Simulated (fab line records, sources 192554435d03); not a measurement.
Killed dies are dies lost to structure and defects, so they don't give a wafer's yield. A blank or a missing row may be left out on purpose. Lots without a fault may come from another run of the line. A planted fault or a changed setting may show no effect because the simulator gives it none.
Comparing a struck lot with a sound one -- flow n5 finfet -- 23 out of 1938 route steps
Sound: these wafers, L653.2, L653.3, L653.4. Wafers struck: L658.2, L658.3, L658.6. At the end, the cause is stated.
For every step that has rows: the tool of each side, followed by ch and its chambers, followed by its first start. Under that, the readings that differ: sound wafers -- struck wafers -- difference of the means -- sigmas: that difference in standard deviations of wafers without a fault.
alike: readings whose means differ by less than 2 such deviations, and words and numbers that are the same on both sides. not compared: withheld readings, readings that some wafer has no value for, bounds like >300 that may hide the same value, and numbers for which the record gives no deviation and whose values overlap.
Wherever a step has rows on one side only, a row that says differs or no value, or a row with sigmas, the two part there. When numbers do not overlap yet have no deviation, they are printed without sigmas and do not part them. Lack of a reading on every wafer of one side parts them only where that side has two or more wafers.

first, 9 steps without rows for these wafers: N5_BEOL_M10_ILD_DEP_00 (deposits SiCOH lowk from DEMS/porogen, target thk 308.51 nm, time 58 s); N5_BEOL_M10_CURE_71 (cures SiCOH lowk, time 240 s); N5_BEOL_M10_PECVD_70 (deposits SiO2 from TEOS/O2, target thk 20 nm, time 22.7 s); N5_BEOL_M10_HM_DEP_02 (deposits TiN, target thk 20 nm); N5_BEOL_M10_COAT_59 (time 60 s, resist thk 100 nm); N5_BEOL_M10_COAT_60 (time 60 s, resist thk 30 nm); N5_BEOL_M10_COAT_05 (resist thk 90 nm); N5_BEOL_M10_EBR_07; N5_BEOL_M10_SOFTBAKE_06 (time 60 s).
N5_BEOL_M10_EXPOSE_08: exposes mask M10.
  sound on arfi scanner-02 ch 0, day 12 10:31; struck on arfi scanner-02 ch 0, day 13 07:11
reading,sound,struck,difference,sigmas
exposure dose mJ cm2,53.69 53.69 53.67,49.76 49.76 49.73,-3.93,-60
  alike: mask
then, 2 steps without rows for these wafers: N5_BEOL_M10_PEB_09 (peb time 60 s); N5_BEOL_M10_DEVELOP_10 (develop time 30 s).
N5_BEOL_M10_CD_MEAS_11 targets a cd of 64.1 nm.
  sound on cd sem-03 ch 0, day 12 10:38; struck on cd sem-03 ch 0, day 13 07:19
reading,sound,struck,difference,sigmas
cd nm (nm),62.6 62.9 63.3,60.8 59.3 58.8,-3.3,-4
then, 1 step without rows for these wafers: N5_BEOL_M10_DESCUM_16 (chemistry O2, time 7.9 s).
N5_BEOL_M10_ETCH_61: etches SiARC in CF4, target depth 39 nm, time 65 s.
  sound on rie diel-06 ch 0,1,2, day 12 10:45; struck on rie diel-01 ch 1,3, day 13 07:26
reading,sound,struck,difference,sigmas
etch rf on time s (s),60.1 65.2 61.2,66.9 66.1 66.2,+4.2,+2
model.BEOL_M10.cd offset nm (nm),-1 -1.2 -0.6,-3 -5 -4.8,-3,
  alike: drypump motor current A, mfc ar sccm, oes product au, rf vpp V, showerhead plenum p Torr, throttle valve pct
  not compared: rf hours counter h
N5_BEOL_M10_ETCH_62: etches SOC in N2/H2, target depth 110 nm, overetch 22 nm, time 165 s.
  sound on rie diel-06 ch 0,1,2, day 12 10:48; struck on rie diel-01 ch 1,3, day 13 07:29
reading,sound,struck,difference,sigmas
model.BEOL_M10.cd offset nm (nm),-0.6 -1 -0.2,-2.8 -5 -4.6,-3.5,
  alike: drypump motor current A, oes product au, rf vpp V, showerhead plenum p Torr, temp c, throttle valve pct
  not compared: rf hours counter h
then, 4 steps without rows for these wafers: N5_BEOL_M10_STRIP_68 (strips in N2/H2); N5_BEOL_M10_STRIP_67 (strips in CF4); N5_BEOL_M10_HM_OPEN_17 (chemistry Cl2/BCl3, target TiN, target depth 20 nm, overetch 6 nm); N5_BEOL_M10_STRIP_19 (strips in O2).
N5_BEOL_M10_CD_MEAS_18: pitch 140 nm, target cd 70 nm.
  sound: cd sem-01 at day 12 11:30; struck: cd sem-03 at day 13 07:51
reading,sound,struck,difference,sigmas
cd nm (nm),69.7 68.9 69.9,67.2 65.1 65.3,-3.6,-4
then, 1 step without rows for these wafers: N5_BEOL_M10_COAT_63 (time 60 s, resist thk 100 nm).
-- the record jumps here: 2 days lie between the struck wafers' starts before and after (it left off in module BEOL_M10 and takes up again in module PASSIVATION, whose first step shown is number 1936 of the route) --
N5_PASSIVATION_PROBE_49:
  sound: prober-01 at day 14 15:14; struck: prober-02 at day 15 12:05
reading,sound,struck,difference,sigmas
killed_at_M4_up,26 22 18,4 2 6,-18,-3
  alike: defect limited yield, killed_at_M0_to_M3, killed at contacts, killed at front end, killed at other, killed dies, killed on rim, killed open, killed short, sort_bin_5_function, sort_bin_6_memory, sort n pass, sort yield pct

== WHERE THEY PART ==
At N5_BEOL_M10_EXPOSE_08 first; at N5_PASSIVATION_PROBE_49 last (within this record only).

WHY: the cause the simulator had injected
Drift in process parameters on arfi scanner-02 at N5_BEOL_M10_EXPOSE_08, starting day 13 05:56. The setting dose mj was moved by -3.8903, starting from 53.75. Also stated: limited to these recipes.
